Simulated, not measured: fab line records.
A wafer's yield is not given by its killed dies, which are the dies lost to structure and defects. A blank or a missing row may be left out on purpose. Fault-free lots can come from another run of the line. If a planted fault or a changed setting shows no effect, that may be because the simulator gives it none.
Which of the tools did it?    flow n5 finfet    24 lots, 72 wafers sampled, at 5 steps of a route of 1938

== WHAT EACH GAUGE READ, for each wafer ==
N5_BEOL_M4_OVL_MEAS_29. Usual: V3_OVL 0.0 nm, standard deviation 0.72.
lot   measured      on          V3_OVL (nm)     flag
L074  day 7 12:29   overlay-02  -0.4 -1.0 -0.8  
L075  day 7 17:14   overlay-01  -1.3 -0.2 0.0   
L076  day 7 21:21   overlay-01  1.0 0.4 1.0     
L078  day 8 04:46   overlay-01  -0.5 0.6 -1.5   
L077  day 8 05:44   overlay-01  0.3 0.5 0.3     
L079  day 8 14:58   overlay-01  -0.9 -0.1 -0.1  
L080  day 9 08:15   overlay-02  0.9 1.5 0.8     
L081  day 9 20:23   overlay-01  1.2 0.3 0.0     
L084  day 9 20:36   overlay-01  0.5 -0.1 0.4    
L082  day 9 21:29   overlay-01  0.2 0.2 0.4     
L083  day 9 23:50   overlay-02  -0.2 0.1 0.0    
L085  day 10 01:09  overlay-01  0.8 -0.5 0.6    
L086  day 10 01:47  overlay-01  1.0 -0.3 0.0    
L087  day 10 05:20  overlay-02  0.0 0.5 0.6     
L089  day 11 14:51  overlay-02  0.2 -0.2 -0.5   
L088  day 11 15:08  overlay-01  0.6 0.4 0.4     
L090  day 11 16:42  overlay-01  -0.4 -0.1 0.4   
L091  day 11 22:29  overlay-01  0.7 0.8 -0.3    
L092  day 12 00:40  overlay-02  -0.6 -0.1 0.0   
L093  day 12 03:55  overlay-02  0.9 0.9 0.9     
L095  day 12 14:10  overlay-02  -0.7 -0.8 -0.7  
L094  day 13 01:11  overlay-02  -1.2 -1.0 -0.9  
L097  day 13 08:33  overlay-02  -1.0 -0.1 -1.1  
L096  day 13 15:15  overlay-01  -0.8 -1.9 -1.7  

N5_BEOL_M4_CD_MEAS_35: target cd 18 nm, target cd y 22.4 nm. Usual: cd nm at 17.94 nm, with a standard deviation of 0.27.
lot   measured      on         cd nm (nm)         flag
L074  day 7 19:49   cd sem-03  17.82 18.03 18.06  
L075  day 7 23:37   cd sem-01  18.07 17.74 17.97  
L076  day 8 03:29   cd sem-01  18.26 18.13 17.68  
L078  day 8 06:07   cd sem-02  17.88 17.97 17.60  
L077  day 8 09:21   cd sem-01  18.08 18.40 18.04  
L079  day 8 22:37   cd sem-01  18.05 18.11 17.88  
L080  day 9 09:12   cd sem-01  18.13 17.90 17.89  
L081  day 9 23:36   cd sem-03  17.57 17.80 18.19  
L084  day 9 23:50   cd sem-03  17.84 17.60 17.73  
L082  day 10 02:07  cd sem-01  17.60 17.48 17.44  
L083  day 10 03:34  cd sem-03  18.12 17.55 17.82  
L085  day 10 08:26  cd sem-02  17.66 18.11 17.70  
L086  day 10 09:51  cd sem-01  17.93 17.84 18.34  
L087  day 10 09:53  cd sem-03  17.90 18.07 17.86  
L089  day 11 17:12  cd sem-02  17.94 17.81 17.54  
L088  day 11 17:34  cd sem-03  17.92 17.83 17.79  
L090  day 11 20:49  cd sem-02  18.29 17.93 18.30  
L091  day 12 00:00  cd sem-03  17.86 17.94 17.86  
L092  day 12 02:14  cd sem-01  17.72 18.16 17.56  
L093  day 12 12:22  cd sem-03  18.10 17.73 17.96  
L095  day 12 17:47  cd sem-03  17.70 17.69 17.69  
L094  day 13 03:39  cd sem-01  17.95 18.08 18.10  
L097  day 13 13:50  cd sem-01  18.28 18.08 18.24  
L096  day 13 18:49  cd sem-03  18.35 18.39 18.28  

N5_BEOL_M4_INSPECT_59: inspects for defects (darkfield). Usual: raw defect count at 74, with a standard deviation of 24.
lot   measured      on                 raw defect count  flag
L074  day 7 23:52   defect inspect-02  71 68 73          
L075  day 8 04:25   defect inspect-02  48 73 80          
L076  day 8 07:35   defect inspect-02  102 103 97        
L078  day 8 09:46   defect inspect-02  55 69 81          
L077  day 8 14:01   defect inspect-02  135 96 133        
L079  day 9 02:17   defect inspect-02  83 66 58          
L080  day 9 12:47   defect inspect-02  54 90 81          
L081  day 10 04:02  defect inspect-02  80 38 39          
L084  day 10 04:41  defect inspect-02  32 54 33          
L082  day 10 06:38  defect inspect-01  92 79 66          
L083  day 10 08:13  defect inspect-01  104 91 101        
L085  day 10 12:17  defect inspect-02  128 115 92        
L086  day 10 14:12  defect inspect-02  74 76 58          
L087  day 10 14:41  defect inspect-02  107 69 57         
L089  day 11 21:13  defect inspect-02  126 110 80        
L088  day 11 21:23  defect inspect-01  56 75 64          
L090  day 12 01:18  defect inspect-02  52 123 96         
L091  day 12 04:14  defect inspect-02  68 70 44          
L092  day 12 06:25  defect inspect-01  61 59 53          
L093  day 12 18:35  defect inspect-02  62 48 88          
L095  day 12 23:17  defect inspect-01  38 45 51          
L094  day 13 07:41  defect inspect-02  121 85 69         
L097  day 13 17:34  defect inspect-02  77 72 64          
L096  day 13 22:38  defect inspect-01  50 60 56          

== WHAT TOOL EACH LOT RAN ON (gives the tool, then ch and the chambers of the sampled wafers, and finally the start) ==
lot   N5_BEOL_M4_SPUTTER_86         N5_BEOL_M4_ANNEAL_51
L074  pvd sputter-01, day 7 21:41   rtp anneal-01 ch 0, day 7 22:59
L075  pvd sputter-03, day 8 02:04   rtp anneal-01 ch 0, day 8 03:22
L076  pvd sputter-01, day 8 05:23   rtp anneal-02 ch 0, day 8 06:41
L078  pvd sputter-03, day 8 07:35   rtp anneal-02 ch 0, day 8 08:59
L077  pvd sputter-02, day 8 11:40   rtp anneal-01 ch 0, day 8 13:00
L079  pvd sputter-03, day 9 00:06   rtp anneal-02 ch 0, day 9 01:26
L080  pvd sputter-01, day 9 10:34   rtp anneal-02 ch 0, day 9 11:58
L081  pvd sputter-01, day 10 01:29  rtp anneal-01 ch 0, day 10 02:55
L084  pvd sputter-02, day 10 02:29  rtp anneal-01 ch 0, day 10 03:50
L082  pvd sputter-02, day 10 04:28  rtp anneal-02 ch 0, day 10 05:46
L083  pvd sputter-03, day 10 06:02  rtp anneal-01 ch 0, day 10 07:23
L085  pvd sputter-03, day 10 10:07  rtp anneal-02 ch 0, day 10 11:25
L086  pvd sputter-02, day 10 12:00  rtp anneal-01 ch 0, day 10 13:17
L087  pvd sputter-01, day 10 12:18  rtp anneal-02 ch 0, day 10 13:40
L089  pvd sputter-02, day 11 19:02  rtp anneal-01 ch 0, day 11 20:20
L088  pvd sputter-01, day 11 19:09  rtp anneal-02 ch 0, day 11 20:30
L090  pvd sputter-01, day 11 22:50  rtp anneal-01 ch 0, day 12 00:19
L091  pvd sputter-01, day 12 02:04  rtp anneal-02 ch 0, day 12 03:25
L092  pvd sputter-03, day 12 03:57  rtp anneal-01 ch 0, day 12 05:20
L093  pvd sputter-01, day 12 16:19  rtp anneal-01 ch 0, day 12 17:37
L095  pvd sputter-03, day 12 21:06  rtp anneal-01 ch 0, day 12 22:29
L094  pvd sputter-02, day 13 05:30  rtp anneal-01 ch 0, day 13 06:50
L097  pvd sputter-03, day 13 15:24  rtp anneal-01 ch 0, day 13 16:41
L096  pvd sputter-03, day 13 20:25  rtp anneal-02 ch 0, day 13 21:48
- N5_BEOL_M4_SPUTTER_86: material Cu, target thk 4.5 nm, time 8.29 s.
- N5_BEOL_M4_ANNEAL_51: time 90 s.

== AS READ BY THE TOOLS THEMSELVES (means over the sampled wafers that have a number; for cases with no such wafer, the mark the record gives instead) ==
N5_BEOL_M4_SPUTTER_86. Usual: throttle valve pct at 29.7 %, with a standard deviation of 1.
lot   tool            throttle valve pct (%)  flag
L074  pvd sputter-01  29.1                    
L075  pvd sputter-03  31.1                    
L076  pvd sputter-01  29.7                    
L078  pvd sputter-03  29.9                    
L077  pvd sputter-02  29.3                    
L079  pvd sputter-03  29.9                    
L080  pvd sputter-01  29.3                    
L081  pvd sputter-01  29.0                    
L084  pvd sputter-02  29.4                    
L082  pvd sputter-02  28.5                    
L083  pvd sputter-03  30.2                    
L085  pvd sputter-03  30.6                    
L086  pvd sputter-02  29.3                    
L087  pvd sputter-01  30.0                    
L089  pvd sputter-02  29.3                    
L088  pvd sputter-01  30.2                    
L090  pvd sputter-01  29.1                    
L091  pvd sputter-01  29.3                    
L092  pvd sputter-03  29.9                    
L093  pvd sputter-01  29.6                    
L095  pvd sputter-03  30.8                    
L094  pvd sputter-02  29.0                    
L097  pvd sputter-03  30.7                    
L096  pvd sputter-03  29.8                    

N5_BEOL_M4_ANNEAL_51. Usual: wafer_temp_C_max at 226.1, with a standard deviation of 0.36.
lot   tool           wafer_temp_C_max  flag
L074  rtp anneal-01  226.0             
L075  rtp anneal-01  226.3             
L076  rtp anneal-02  225.8             
L078  rtp anneal-02  225.8             
L077  rtp anneal-01  226.0             
L079  rtp anneal-02  225.8             
L080  rtp anneal-02  225.7             
L081  rtp anneal-01  226.5             
L084  rtp anneal-01  226.3             
L082  rtp anneal-02  225.8             
L083  rtp anneal-01  226.1             
L085  rtp anneal-02  225.8             
L086  rtp anneal-01  226.3             
L087  rtp anneal-02  225.7             
L089  rtp anneal-01  226.3             
L088  rtp anneal-02  225.7             
L090  rtp anneal-01  226.1             
L091  rtp anneal-02  225.8             
L092  rtp anneal-01  226.1             
L093  rtp anneal-01  226.0             
L095  rtp anneal-01  226.5             
L094  rtp anneal-01  226.4             
L097  rtp anneal-01  226.5             
L096  rtp anneal-02  225.7             

== THE ANSWER, worked out from the rows above alone ==
Rule: a lot is off if the mean of its wafers that have a number lies more than 3 standard deviations from the usual mean. A lot without any number at a reading at which 4 lots or more have one is off too. All remaining lots with rows at the step are treated as sound. After the gauges, taken in route order, come the tools' own readings; for these a lot's mean is taken, as printed above. At the first step where some lot is off, the reading lying furthest off is the one used; lots without a number count as furthest.
No lot is off on any of the readings shown, so nothing can be concluded from this.

== WHAT THE SIMULATOR HAD INSERTED ==
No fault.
